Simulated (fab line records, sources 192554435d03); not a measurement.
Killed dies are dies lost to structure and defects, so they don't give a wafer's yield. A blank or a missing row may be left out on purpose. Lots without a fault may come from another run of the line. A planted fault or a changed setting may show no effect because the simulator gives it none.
One fault seen from 2 desks | flow n5_finfet | each desk has only its own numbers; what lay behind them comes last

THE METROLOGY DESK
What the gauges read, lot by lot, whatever tool the lot ran on: means of the sampled wafers that have a number. A lot is out of limits, marked OUT, if its mean lies more than 4 standard deviations from the usual mean; the brackets give that distance. Of its 10 readings 7 are shown: those that lie furthest out on some lot.
Columns: A = DIBL_P at N5_BEOL_M4_RC_MEAS_101, usual 36 mV/V; B = ION_N at N5_BEOL_M4_RC_MEAS_101, usual 674 uA/um; C = ION_P at N5_BEOL_M4_RC_MEAS_101, usual 462 uA/um; D = SS_N at N5_BEOL_M4_RC_MEAS_101, usual 71.6 mV/dec; E = SS_P at N5_BEOL_M4_RC_MEAS_101, usual 73.2 mV/dec; F = VT_N at N5_BEOL_M4_RC_MEAS_101, usual 249 mV; G = VT_P at N5_BEOL_M4_RC_MEAS_101, usual -250 mV
lot  | first seen here | A  | B   | C   | D    | E    | F   | G
L753 | day 12 02:20    | 35 | 667 | 459 | 72.2 | 72.9 | 250 | -250
L763 | day 13 09:08    | 35 | 669 | 463 | 71.0 | 72.5 | 252 | -252
L764 | day 15 09:07    | 35 | 666 | 461 | 71.8 | 73.6 | 248 | -249
L769 | day 15 19:31    | 34 | 683 | 474 | 70.6 | 73.0 | 245 | -248
This desk's finding: nothing out of limits on any of the 4 lots.

THE TOOL OWNER'S DESK: litho_track-04
The tool's own readings at N5_BEOL_M2_COAT_62 (time 60 s, resist thk 12 nm): means of the sampled wafers that have a number, for each lot that ran on this tool. A lot is out of limits, marked OUT, if its mean lies more than 4 standard deviations from the usual mean; the brackets give that distance.
Columns: A = spin_speed_rpm at N5_BEOL_M2_COAT_62, usual 1499.9 rpm
lot  | first seen here | A
L753 | day 8 12:30     | 1500.9
L763 | day 9 17:58     | 1545.9 (+47) OUT
L764 | day 10 15:47    | 1546.3 (+48) OUT
This desk's finding: out of limits on L763, L764; first on L763, day 9 17:58 (spin_speed_rpm at N5_BEOL_M2_COAT_62). In limits: L753.

PUT TOGETHER
The tool owner's desk could have raised an alarm at day 9 17:58, on L763, L764.
The metrology desk saw nothing out of limits.
The metrology desk has L763, L764 on record, within its limits.
Of the lots named, all ran N5_BEOL_M2_COAT_62 on litho_track-04.

WHAT THE SIMULATOR HAD PUT IN
Process parameter drift: litho_track-04, from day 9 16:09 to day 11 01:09, at N5_BEOL_M2_COAT_62. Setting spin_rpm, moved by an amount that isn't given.
Lots struck among those shown: L763, L764.
Hours from the fault's start to each desk's first reading out of limits: the tool owner's desk, 2.
